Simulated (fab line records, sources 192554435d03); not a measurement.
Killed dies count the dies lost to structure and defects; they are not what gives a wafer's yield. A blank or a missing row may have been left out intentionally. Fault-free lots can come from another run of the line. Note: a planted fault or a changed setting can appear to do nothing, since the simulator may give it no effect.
Chamber matching || flow n5 finfet || pecvd-01 running N5_BEOL_M3_ILD_DEP_00: 3 sister chambers
The step deposits SiOC from DEMS/O2, target thk 79 nm, time 15.3 s. 6 wafers are shown with their chamber, then 9 later ones without.

== WAFERS, EACH WITH ITS CHAMBER ==
{"wafer": "L087.2", "chamber": 2, "showerhead vpp V (V)": 1384, "throttle valve pct (%)": 10.9}
{"wafer": "L087.4", "chamber": 1, "showerhead vpp V (V)": 1319, "throttle valve pct (%)": 11.9}
{"wafer": "L087.6", "chamber": 0, "showerhead vpp V (V)": 1234, "throttle valve pct (%)": 12.3}
{"wafer": "L086.2", "chamber": 2, "showerhead vpp V (V)": 1370, "throttle valve pct (%)": 10.9}
{"wafer": "L086.3", "chamber": 0, "showerhead vpp V (V)": 1222, "throttle valve pct (%)": 12.2}
{"wafer": "L086.4", "chamber": 1, "showerhead vpp V (V)": 1334, "throttle valve pct (%)": 11.7}

== WAFERS WITHOUT THEIR CHAMBER ==
{"wafer": "L090.2", "showerhead vpp V (V)": 1239, "throttle valve pct (%)": 12.2}
{"wafer": "L090.5", "showerhead vpp V (V)": 1338, "throttle valve pct (%)": 11.0}
{"wafer": "L090.6", "showerhead vpp V (V)": 1234, "throttle valve pct (%)": 12.0}
{"wafer": "L095.4", "showerhead vpp V (V)": 1368, "throttle valve pct (%)": 11.1}
{"wafer": "L095.5", "showerhead vpp V (V)": 1236, "throttle valve pct (%)": 12.1}
{"wafer": "L095.6", "showerhead vpp V (V)": 1327, "throttle valve pct (%)": 11.9}
{"wafer": "L097.1", "showerhead vpp V (V)": 1319, "throttle valve pct (%)": 12.0}
{"wafer": "L097.4", "showerhead vpp V (V)": 1368, "throttle valve pct (%)": 11.1}
{"wafer": "L097.6", "showerhead vpp V (V)": 1364, "throttle valve pct (%)": 11.7}

== EACH ONE'S CHAMBER ==
{"wafer": "L090.2", "from the rows above": 0, "in truth": 0}
{"wafer": "L090.5", "from the rows above": 2, "in truth": 2}
{"wafer": "L090.6", "from the rows above": 0, "in truth": 0}
{"wafer": "L095.4", "from the rows above": 2, "in truth": 2}
{"wafer": "L095.5", "from the rows above": 0, "in truth": 0}
{"wafer": "L095.6", "from the rows above": 1, "in truth": 1}
{"wafer": "L097.1", "from the rows above": 1, "in truth": 1}
{"wafer": "L097.4", "from the rows above": 2, "in truth": 2}
{"wafer": "L097.6", "from the rows above": 1, "in truth": 1}
Correct placement for 9 of the 9. Not placeable from these rows: 0. Placed wrongly: 0.
How it was worked out, from the rows above alone: a wafer's distance from a chamber is the root of the sum, over the readings, of the square of ((its reading less the chamber's mean) divided by the reading's scatter). The wafer belongs to the nearest chamber; if the next one is less than 2 further off, it can't be placed. A chamber's mean is the mean of its shown wafers. The scatter is the square root of a quotient: the sum, over the shown wafers, of each reading's squared deviation from its chamber's mean, divided by wafers minus chambers.
